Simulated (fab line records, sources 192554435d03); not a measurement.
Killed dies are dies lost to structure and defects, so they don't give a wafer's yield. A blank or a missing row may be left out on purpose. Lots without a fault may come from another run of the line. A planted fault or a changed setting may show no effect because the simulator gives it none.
fab line records | flow n5_finfet | part 2 of 2: steps 5 to 6 of 6
record lots=21 wafers=63 last_day=18
route steps=1938 shown MOL_CONTACT_COAG@587 BEOL_M0_SAQP@650
lots that met no fault: from a run of the same line without faults
start_h: hours from the record's first day to the start of the lot's first wafer shown | wait_h: hours since the lot's step before | " the same as in the row above | L1.1+2: a row that stands for several wafers | - no value, or no start given | * or withheld: withheld | < > ~ a bound
route shown NAME@n: a module of which the file shows steps, and the number in the route of the first | usual: mean/standard deviation of fault-free wafers | same: alike in all rows | chamber/n: place in a boat | sites: the reading at each site | _std_site: their standard deviation | _edge_site: outer sites' mean less inner sites' | radius_mm: how far each site lies from the wafer's centre | mask NAME#n: copy n | behind: the tool/chamber that last shaped the wafer | hold: why the lot was held/for how many hours/how that ended | device: the transistor (n, p or np) that didn't switch | end of line: the same wafers' tests at the end of the route | a step without rows: its recipe alone | killed: dies lost to structure and defects at the first sort, not the wafer's yield | map: a wafer's dies, x killed, . not, _ none there
set.NAME: the setting as run; set.NAME@STEP: as run at that earlier step | model.NAME: the simulator's own value behind a step, which no gauge read
steps of the route over a sample of lots; a table a step, a row a wafer
services: from which hour (start_h, from the record's first day; less than 0 if before it) a tool's chamber was out of use, for how many hours, and why
## steps
# step N5_BEOL_M0_SAQP_STRIP_86
# recipe chemistry=N2/H2 power_w=500 temp_c=40 pressure_mtorr=50 rf_frequency_hz=6e+07 overash_fraction=0.3 bias_power_w=28 h2_frac=0.5 n2_flow_sccm=300 h2_flow_sccm=300
# usual drypump_motor_current_A=5.8/0.51 oes_product_au=0.76/0.075 rf_vpp_V=121.7/1.4 showerhead_plenum_p_Torr=3.34/0.11 throttle_valve_pct=18.9/0.36
# columns lot.wafer tool chamber start_h wait_h drypump_motor_current_A oes_product_au rf_hours_counter_h rf_vpp_V showerhead_plenum_p_Torr throttle_valve_pct
L074.3 rie_diel-01 0 108.34 0.1 5.5 0.95 8 121.8 3.42 18.3
L074.5 " 0 " " 5.6 0.95 - 118.5 3.42 18.3
L074.6 " 1 " " 6.6 0.69 - 121.4 3.19 18.5
L075.2 rie_diel-02 3 113.79 0.1 5.5 0.92 25 120.2 3.52 18.6
L075.4 " 1 " " 6.3 0.74 172 121.4 3.36 19.2
L075.6 " 1 " " 6.3 0.75 - 123.1 3.36 19.2
L076.1 rie_diel-02 3 117.85 0.1 5.5 0.91 27 122.5 3.52 18.6
L076.4 " 2 " " 5.6 0.74 200 121.5 3.20 18.9
L076.5 " 3 " " 5.5 0.91 - 122.7 3.52 18.6
L077.1 rie_diel-03 2 126.22 0.1 5.2 0.70 213 123.2 3.43 18.8
L077.4 " 0 " " 5.6 0.73 205 123.7 3.46 19.2
L077.6 " 1 " " 5.7 0.77 - 120.3 3.24 19.4
L078.1 rie_diel-01 0 133.52 0.1 5.6 0.92 14 122.8 3.42 18.3
L078.5 " 2 " " 5.7 0.73 - 122.2 3.29 19.1
L078.6 " 1 " " 6.6 0.69 - 119.5 3.18 18.6
L080.1 rie_diel-03 0 145.77 0.1 5.7 0.72 210 120.0 3.46 19.1
L080.3 " 2 " " 5.3 0.72 218 122.2 3.43 18.8
L080.6 " 3 " " 5.1 0.74 - 121.4 3.35 19.1
L081.1 rie_diel-02 3 152.14 0.1 5.5 0.88 38 122.3 3.51 18.6
L081.2 " 0 " " 5.3 0.88 29 120.8 3.29 18.8
L081.5 " 3 " " 5.5 0.89 - 121.9 3.51 18.6
L082.3 rie_diel-01 2 158.75 0.1 5.7 0.72 228 123.1 3.29 19.2
L082.4 " 3 " " 6.6 0.75 162 121.7 3.50 19.6
L082.6 " 0 " " 5.6 0.92 - 124.7 3.41 18.3
L083.2 rie_diel-03 1 163.28 0.1 5.7 0.76 177 121.4 3.23 19.4
L083.4 " 2 " " 5.3 0.71 222 119.7 3.43 18.8
L083.6 " 2 " " 5.3 0.72 - 121.3 3.43 18.8
L084.2 rie_diel-02 2 166.13 0.1 5.6 0.72 215 121.7 3.19 18.9
L084.3 " 1 " " 6.2 0.73 188 122.2 3.35 19.2
L084.4 " 0 " " 5.3 0.86 32 120.8 3.29 18.8
L086.2 rie_diel-03 1 182.30 0.1 5.7 0.75 183 124.0 3.23 19.4
L086.3 " 2 " " 5.3 0.71 229 121.1 3.42 18.8
L086.5 " 2 " " 5.3 0.70 - 123.8 3.42 18.8
L087.1 rie_diel-01 0 186.61 0.1 5.6 0.90 29 125.1 3.41 18.3
L087.4 " 1 " " 6.6 0.67 226 121.0 3.18 18.6
L087.5 " 0 " " 5.5 0.90 - 123.8 3.41 18.3
L088.2 rie_diel-03 0 193.15 0.1 5.7 0.70 225 122.5 3.45 19.1
L088.4 " 1 " " 5.7 0.75 186 122.6 3.23 19.4
L088.5 " 0 " " 5.6 0.71 - 123.1 3.45 19.2
L089.1 rie_diel-02 2 200.41 0.1 5.6 0.71 226 119.9 3.18 18.9
L089.5 " 0 " " 5.3 0.83 - 123.3 3.28 18.8
L089.6 " 3 " " 5.5 0.88 - 121.9 3.51 18.6
L090.3 rie_diel-01 0 206.12 0.1 5.6 0.87 35 121.8 3.41 18.3
L090.4 " 3 " " 6.6 0.73 177 124.5 3.49 19.5
L090.6 " 2 " " 5.7 0.70 - 121.3 3.28 19.2
L091.1 rie_diel-01 3 210.05 0.1 6.6 0.74 179 123.2 3.49 19.6
L091.5 " 3 " " 6.6 0.73 - 121.2 3.49 19.6
L091.6 " 2 " " 5.7 0.71 - 121.9 3.28 19.2
L092.1 rie_diel-03 0 218.06 0.2 5.6 0.71 233 119.5 3.45 19.2
L092.3 " 3 " " 5.1 0.72 212 121.4 3.34 19.2
L092.4 " 1 " " 5.7 0.74 195 121.6 3.22 19.4
L094.2 rie_diel-01 1 229.53 0.1 6.6 0.66 242 118.7 3.17 18.6
L094.4 " 3 " " 6.6 0.73 184 123.7 3.49 19.6
L094.5 " 2 " " 5.7 0.68 - 121.9 3.28 19.2
L095.3 rie_diel-01 1 235.95 0.1 6.6 0.67 244 119.8 3.17 18.6
L095.5 " 0 " " 5.6 0.87 - 123.5 3.40 18.4
L095.6 " 1 " " 6.6 0.68 - 121.6 3.17 18.6
L096.1 rie_diel-01 3 244.68 0.2 6.6 0.72 191 119.8 3.48 19.6
L096.4 " 3 " " 6.6 0.71 - 119.8 3.48 19.6
L096.5 " 1 " " 6.6 0.67 - 121.3 3.16 18.6
L097.1 rie_diel-02 1 251.79 0.1 6.2 0.71 210 121.6 3.33 19.2
L097.5 " 1 " " 6.2 0.71 - 121.6 3.34 19.2
L097.6 " 2 " " 5.6 0.71 - 120.7 3.18 19.0
# step N5_BEOL_M0_SAQP_MANDREL_ETCH_103
# recipe chemistry=HBr/Cl2 target=a-Si target_depth_a=450 bt_time_s=10 stop_on=SiCN mask_material=SiO2 over_etch_frac=0.8 time_s=27 pressure_mtorr=10 icp_w=800 bias_w=75 HBr_flow_sccm=150 Cl2_flow_sccm=80 ends=end_point
# usual drypump_motor_current_A=5.8/0.42 oes_product_au=0.684/0.012 throttle_valve_pct=35.3/0.47
# same over_etch_frac=0.8
# columns lot.wafer tool chamber start_h wait_h drypump_motor_current_A oes_product_au rf_hours_counter_h throttle_valve_pct
L074.3 rie_si-02 2 109.70 0.0 5.6 0.681 7 35.8
L074.5 " 1 " " 6.2 0.696 - 36.2
L074.6 " 2 " " 5.6 0.696 - 35.8
L075.2 rie_si-05 2 115.17 0.0 6.3 0.694 51 34.9
L075.4 " 3 " " 5.9 0.694 174 35.4
L075.6 " 0 " " 6.5 0.682 - 34.5
L076.1 rie_si-03 0 119.22 0.0 5.2 0.673 49 35.2
L076.4 " 3 " " 5.4 0.690 8 34.7
L076.5 " 1 " " 5.6 0.686 - 35.4
L077.1 rie_si-02 1 127.58 0.0 6.2 0.678 141 36.2
L077.4 " 2 " " 5.6 0.701 8 35.8
L077.6 " 0 " " 6.3 0.676 - 35.4
L078.1 rie_si-05 2 135.47 0.0 6.2 0.690 51 34.9
L078.5 " 0 " " 6.5 0.673 - 34.5
L078.6 " 1 " " 5.3 0.710 - 35.8
L080.1 rie_si-02 2 147.21 0.0 5.6 0.671 8 35.8
L080.3 " 0 " " 6.3 0.667 132 35.4
L080.6 " 1 " " 6.2 0.690 - 36.2
L081.1 rie_si-02 0 153.60 0.0 6.3 0.663 132 35.4
L081.2 " 1 " " 6.2 0.691 141 36.2
L081.5 " 0 " " 6.3 0.669 - 35.4
L082.3 rie_si-05 0 160.97 0.0 6.5 0.677 165 34.5
L082.4 " 2 " " 6.2 0.693 51 34.9
L082.6 " 2 " " 6.2 0.695 - 34.9
L083.2 rie_si-02 1 164.65 0.0 6.2 0.686 141 36.2
L083.4 " 2 " " 5.6 0.698 8 35.8
L083.6 " 2 " " 5.6 0.693 - 35.8
L084.2 rie_si-05 0 167.50 0.0 6.5 0.668 165 34.5
L084.3 " 3 " " 5.9 0.698 175 35.4
L084.4 " 1 " " 5.3 0.703 98 35.8
L086.2 rie_si-05 2 183.78 0.0 6.2 0.691 52 34.9
L086.3 " 0 " " 6.5 0.672 165 34.5
L086.5 " 0 " " 6.5 0.667 - 34.5
L087.1 rie_si-03 3 188.79 0.0 5.4 0.691 9 34.7
L087.4 " 1 " " 5.7 0.676 173 35.4
L087.5 " 1 " " 5.7 0.666 - 35.4
L088.2 rie_si-03 3 194.51 0.0 5.4 0.692 9 34.7
L088.4 " 2 " " 5.4 0.666 118 35.5
L088.5 " 2 " " 5.4 0.666 - 35.5
L089.1 rie_si-05 1 201.82 0.0 5.3 0.695 98 35.8
L089.5 " 0 " " 6.5 0.677 - 34.5
L089.6 " 3 " " 5.9 0.689 - 35.4
L090.3 rie_si-03 2 207.62 0.0 5.4 0.658 118 35.5
L090.4 " 3 " " 5.4 0.701 9 34.7
L090.6 " 1 " " 5.7 0.683 - 35.4
L091.1 rie_si-02 1 211.55 0.0 6.2 0.685 142 36.2
L091.5 " 1 " " 6.2 0.689 - 36.2
L091.6 " 2 " " 5.6 0.690 - 35.8
L092.1 rie_si-02 0 219.43 0.0 6.3 0.645 133 35.5
L092.3 " 3 " " 5.8 0.684 67 35.2
L092.4 " 1 " " 6.2 0.692 142 36.2
L094.2 rie_si-05 3 231.16 0.0 5.9 0.688 176 35.4
L094.4 " 0 " " 6.5 0.669 166 34.5
L094.5 " 0 " " 6.5 0.669 - 34.5
L095.3 rie_si-05 0 237.57 0.0 6.5 0.667 166 34.5
L095.5 " 3 " " 5.9 0.694 - 35.4
L095.6 " 2 " " 6.2 0.703 - 34.9
L096.1 rie_si-05 2 246.10 0.0 6.2 0.691 53 34.9
L096.4 " 0 " " 6.5 0.673 166 34.5
L096.5 " 2 " " 6.2 0.684 - 34.9
L097.1 rie_si-05 0 253.98 0.0 6.5 0.674 166 34.5
L097.5 " 0 " " 6.5 0.672 - 34.5
L097.6 " 3 " " 5.8 0.689 - 35.4
## services
# columns tool chamber start_h hours kind
rie_diel-05 2 90.55 4.2 repair
rie_diel-01 - 94.55 4.1 repair
rie_si-02 2 95.57 6.3 repair
rie_diel-06 0 107.86 29.5 repair
rie_diel-05 2 112.56 7.4 repair
rie_diel-04 2 130.36 10.1 repair
rie_diel-05 3 134.08 65.0 repair
rie_diel-05 1 183.09 9.7 repair
rie_diel-06 0 194.55 - clean
rie_diel-06 0 194.55 - consumable_replace:focus_ring
rie_si-02 2 203.10 1.0 repair
rie_diel-02 - 204.96 14.6 pm
rie_si-03 - 206.66 0.2 repair
rie_diel-05 3 209.61 4.5 repair
rie_diel-01 3 218.89 5.0 repair
rie_diel-05 0 223.81 5.5 repair
rie_diel-02 0 225.17 5.2 repair
rie_si-03 - 237.16 0.1 repair
rie_diel-01 2 237.75 12.4 repair
rie_diel-01 2 250.55 - clean
rie_diel-01 2 250.55 - consumable_replace:focus_ring
rie_diel-01 2 250.55 18.5 scheduled_down
rie_diel-01 2 250.55 18.5 vent_cycle
rie_si-03 1 252.06 6.2 repair
